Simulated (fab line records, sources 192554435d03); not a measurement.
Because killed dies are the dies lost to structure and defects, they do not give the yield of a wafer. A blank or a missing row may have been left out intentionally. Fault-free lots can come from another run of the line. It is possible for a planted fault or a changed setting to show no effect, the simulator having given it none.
Chamber matching / flow n5_finfet / 4 sister chambers for N5_GATE_CUT_STRIP_42 on rie_diel-04
The step strips in O2. 4 wafers are shown with their chamber, then 12 later ones without.

== WAFERS, EACH WITH ITS CHAMBER ==
wafer=L085.2; chamber=2; throttle_valve_pct (%)=16.17
wafer=L088.2; chamber=1; throttle_valve_pct (%)=16.88
wafer=L088.4; chamber=3; throttle_valve_pct (%)=16.84
wafer=L088.5; chamber=0; throttle_valve_pct (%)=16.81

== WAFERS WITH NO CHAMBER GIVEN ==
wafer=L089.2; throttle_valve_pct (%)=16.81
wafer=L089.3; throttle_valve_pct (%)=16.17
wafer=L089.5; throttle_valve_pct (%)=16.90
wafer=L091.1; throttle_valve_pct (%)=16.83
wafer=L091.2; throttle_valve_pct (%)=16.19
wafer=L091.3; throttle_valve_pct (%)=16.91
wafer=L093.2; throttle_valve_pct (%)=16.85
wafer=L093.3; throttle_valve_pct (%)=16.21
wafer=L093.4; throttle_valve_pct (%)=16.20
wafer=L095.2; throttle_valve_pct (%)=16.38
wafer=L095.3; throttle_valve_pct (%)=16.94
wafer=L095.4; throttle_valve_pct (%)=16.21

== WHICH CHAMBER EACH WENT THROUGH ==
wafer=L089.2; from the rows above=can't be placed: 0 or 3 or 1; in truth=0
wafer=L089.3; from the rows above=2; in truth=2
wafer=L089.5; from the rows above=can't be placed: 1 or 3 or 0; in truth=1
wafer=L091.1; from the rows above=can't be placed: 3 or 0 or 1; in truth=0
wafer=L091.2; from the rows above=2; in truth=2
wafer=L091.3; from the rows above=can't be placed: 1 or 3 or 0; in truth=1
wafer=L093.2; from the rows above=can't be placed: 3 or 1 or 0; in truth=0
wafer=L093.3; from the rows above=2; in truth=2
wafer=L093.4; from the rows above=2; in truth=2
wafer=L095.2; from the rows above=2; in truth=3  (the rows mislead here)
wafer=L095.3; from the rows above=can't be placed: 1 or 3 or 0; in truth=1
wafer=L095.4; from the rows above=2; in truth=2
Correctly placed: 5 of 12. Unplaceable from these rows: 6, with the true chamber sitting among the candidates in 6. Number placed wrongly: 1.
How it was worked out, from the rows above alone: a wafer's distance from a chamber is the root of the sum, over the readings, of the square of ((its reading less the chamber's mean) divided by the reading's scatter). The wafer belongs to the nearest chamber; if the next one is less than 2 further off, it can't be placed. The mean given for a chamber averages the wafers shown for that chamber. The scatter (one wafer shown for each chamber): square how far every hidden wafer sits from the nearest shown wafer, average those squares and take the square root.
